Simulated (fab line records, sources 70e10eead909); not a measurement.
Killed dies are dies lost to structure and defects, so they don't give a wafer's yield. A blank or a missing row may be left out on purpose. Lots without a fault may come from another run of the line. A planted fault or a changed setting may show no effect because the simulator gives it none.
A struck lot beside a sound one | flow nand_harc | 14 steps out of a route of 1302
Sound: wafers L526.4, L526.5, L526.6. Struck: wafers L532.1, L532.2, L532.6. The cause comes at the end.
At each step with rows: each side's tool, then ch and its chambers, then its first start. Under that, the readings that differ: sound wafers | struck wafers | difference of the means | sigmas: that difference in standard deviations of wafers without a fault.
alike: readings whose means differ by less than 2 such deviations, and words and numbers that are the same on both sides. not compared: withheld readings, readings that some wafer has no value for, bounds like >300 that may hide the same value, and numbers for which the record gives no deviation and whose values overlap.
The two part at a step that has a row with sigmas, a row that says differs or no value, or rows on one side only. Numbers that don't overlap but have no deviation are shown without sigmas and don't part them. A reading that every wafer of one side lacks parts them only if that side has two wafers or more.

first, 1 step without rows for these wafers: NHARC_A_ONON_D2_DEP_19 (target thk 1000 nm).
NHARC_A_ONON_D2_THK_MEAS_21: measures by ellipsometry.
  sound on film_metro-02, day 12 23:00; struck on film_metro-02, day 15 00:04
  alike: thk_nm
then, 1 step without rows for these wafers: NHARC_A_ONON_D2_DEP_22 (target thk 1000 nm).
NHARC_A_ONON_D2_THK_MEAS_24: measures by ellipsometry.
  sound on film_metro-02, day 12 23:34; struck on film_metro-01, day 15 00:38
  alike: thk_nm
then, 1 step without rows for these wafers: NHARC_A_ONON_D2_DEP_25 (target thk 1000 nm).
NHARC_A_ONON_D2_THK_MEAS_27: measures by ellipsometry.
  sound on film_metro-01, day 13 00:10; struck on film_metro-02, day 15 01:12
  alike: thk_nm
then, 1 step without rows for these wafers: NHARC_A_ONON_D2_DEP_28 (target thk 1000 nm).
NHARC_A_ONON_D2_THK_MEAS_30: measures by ellipsometry.
  sound on film_metro-02, day 13 00:44; struck on film_metro-02, day 15 01:46
  alike: thk_nm
NHARC_A_ONON_D2_DEP_33: deposits SiO2, target thk 200 nm.
  sound on pecvd-03 ch 0,1,2, day 13 00:56; struck on pecvd-03 ch 1,2, day 15 01:49
  alike: heater_power_w, mfc_precursor_sccm, showerhead_vpp_V, throttle_valve_pct
  not compared: since_wet_clean_h
NHARC_A_ONON_D2_THK_MEAS_34: measures by ellipsometry.
  sound on film_metro-02, day 13 01:13; struck on film_metro-02, day 15 02:14
  alike: thk_nm
NHARC_A_ONON_D2_INSPECT_32:
  sound on defect_inspect-01, day 13 01:16; struck on defect_inspect-01, day 15 02:18
  alike: raw_defect_count
NHARC_A_CHANNEL_HOLE_D2_DEP_00: deposits aC, target thk 3100 nm.
  sound on acl_dep-03 ch 0, day 13 03:04; struck on acl_dep-03 ch 0, day 15 06:07
  alike: throttle_valve_pct
NHARC_A_CHANNEL_HOLE_D2_DEP_01: deposits SiON, target thk 140 nm.
  sound on pecvd-04 ch 0,1,2, day 13 04:08; struck on pecvd-04 ch 0,2, day 15 08:15
  alike: heater_power_w, showerhead_vpp_V
  not compared: since_wet_clean_h
-- the record jumps here: 11 days lie between the struck wafers' starts before and after (it left off in module A_CHANNEL_HOLE_D2 and takes up again in module END, whose first step shown is number 1302 of the route) --
NHARC_END_SORT_01:
  the record has rows for the struck wafers here (prober-01 ch 0, day 26 04:27) and none for the sound ones

WHERE THEY PART
Only at NHARC_END_SORT_01, within this record.

WHY: what the simulator had put in
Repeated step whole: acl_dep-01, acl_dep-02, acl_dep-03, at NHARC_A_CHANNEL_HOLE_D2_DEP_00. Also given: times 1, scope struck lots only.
